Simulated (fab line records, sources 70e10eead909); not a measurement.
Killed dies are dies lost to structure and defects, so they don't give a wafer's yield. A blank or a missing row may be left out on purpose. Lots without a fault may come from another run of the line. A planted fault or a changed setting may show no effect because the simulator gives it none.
Chamber matching | flow nand_harc | NHARC_A_STAIRCASE_TRIM_229 on rie_diel-05: 4 sister chambers
The step chemistry O2, time 211.2 s. 27 wafers are shown with their chamber, then 12 later ones without.

WAFERS WITH THEIR CHAMBER
wafer  | chamber | drypump_motor_current_A (A) | showerhead_plenum_p_Torr (Torr) | throttle_valve_pct (%)
L075.3 | 0       | 5.3                         | 3.41                            | 17.034
L075.4 | 3       | 5.0                         | 3.63                            | 17.048
L075.5 | 1       | 6.5                         | 3.39                            | 17.056
L074.2 | 2       | 5.7                         | 3.52                            | 17.016
L074.5 | 2       | 5.7                         | 3.52                            | 17.038
L074.6 | 1       | 6.5                         | 3.39                            | 17.046
L076.1 | 0       | 5.3                         | 3.41                            | 17.030
L076.2 | 2       | 5.7                         | 3.52                            | 17.047
L076.5 | 2       | 5.7                         | 3.52                            | 17.025
L078.1 | 1       | 6.5                         | 3.38                            | 17.043
L078.2 | 3       | 5.0                         | 3.62                            | 17.027
L078.3 | 2       | 5.6                         | 3.52                            | 17.043
L082.2 | 0       | 5.3                         | 3.41                            | 17.039
L082.3 | 3       | 5.0                         | 3.62                            | 17.042
L082.4 | 1       | 6.5                         | 3.38                            | 17.037
L083.1 | 1       | 6.5                         | 3.38                            | 17.034
L083.2 | 2       | 5.7                         | 3.51                            | 17.011
L083.6 | 3       | 5.1                         | 3.62                            | 17.041
L084.2 | 1       | 6.5                         | 3.38                            | 17.040
L084.4 | 3       | 5.0                         | 3.61                            | 17.046
L084.5 | 0       | 5.3                         | 3.40                            | 17.050
L085.1 | 3       | 5.1                         | 3.61                            | 17.030
L085.4 | 0       | 5.3                         | 3.40                            | 17.036
L085.6 | 3       | 5.0                         | 3.61                            | 17.048
L088.1 | 1       | 6.5                         | 3.37                            | 17.024
L088.4 | 2       | 5.7                         | 3.51                            | 17.030
L088.6 | 0       | 5.3                         | 3.40                            | 17.051

SIGNATURES (means of the wafers above)
reading                  | chamber 0 | chamber 1 | chamber 2 | chamber 3 | scatter within a chamber
drypump_motor_current_A  | 5.300     | 6.500     | 5.686     | 5.029     | 0.0315
showerhead_plenum_p_Torr | 3.4050    | 3.3814    | 3.5171    | 3.6171    | 0.00633
throttle_valve_pct       | 17.04000  | 17.04000  | 17.03000  | 17.04029  | 0.0105
Rule: a wafer's distance from a chamber is the root of the sum, over the readings, of the square of ((its reading less the chamber's mean) divided by the reading's scatter). The wafer belongs to the nearest chamber; if the next one is less than 2 further off, it can't be placed. The scatter: the root of (the sum of the squares of (reading less its chamber's mean) over the shown wafers, divided by (wafers less chambers)).

WAFERS WITHOUT THEIR CHAMBER
wafer  | drypump_motor_current_A (A) | showerhead_plenum_p_Torr (Torr) | throttle_valve_pct (%)
L089.3 | 5.0                         | 3.61                            | 17.031
L089.4 | 6.5                         | 3.37                            | 17.056
L089.6 | 5.6                         | 3.51                            | 17.045
L091.2 | 5.6                         | 3.51                            | 17.038
L091.3 | 6.5                         | 3.37                            | 17.046
L091.5 | 5.6                         | 3.51                            | 17.054
L092.1 | 5.3                         | 3.39                            | 17.047
L092.3 | 5.6                         | 3.50                            | 17.043
L092.6 | 6.5                         | 3.37                            | 17.028
L097.1 | 5.3                         | 3.39                            | 17.035
L097.2 | 6.5                         | 3.36                            | 17.027
L097.4 | 5.0                         | 3.60                            | 17.036

WHICH CHAMBER EACH WENT THROUGH
wafer  | from the rows above | in truth
L089.3 | 3                   | 3
L089.4 | 1                   | 1
L089.6 | 2                   | 2
L091.2 | 2                   | 2
L091.3 | 1                   | 1
L091.5 | 2                   | 2
L092.1 | 0                   | 0
L092.3 | 2                   | 2
L092.6 | 1                   | 1
L097.1 | 0                   | 0
L097.2 | 1                   | 1
L097.4 | 3                   | 3
Placed correctly: 12 of 12. Can't be placed from these rows: 0. Placed wrongly: 0.
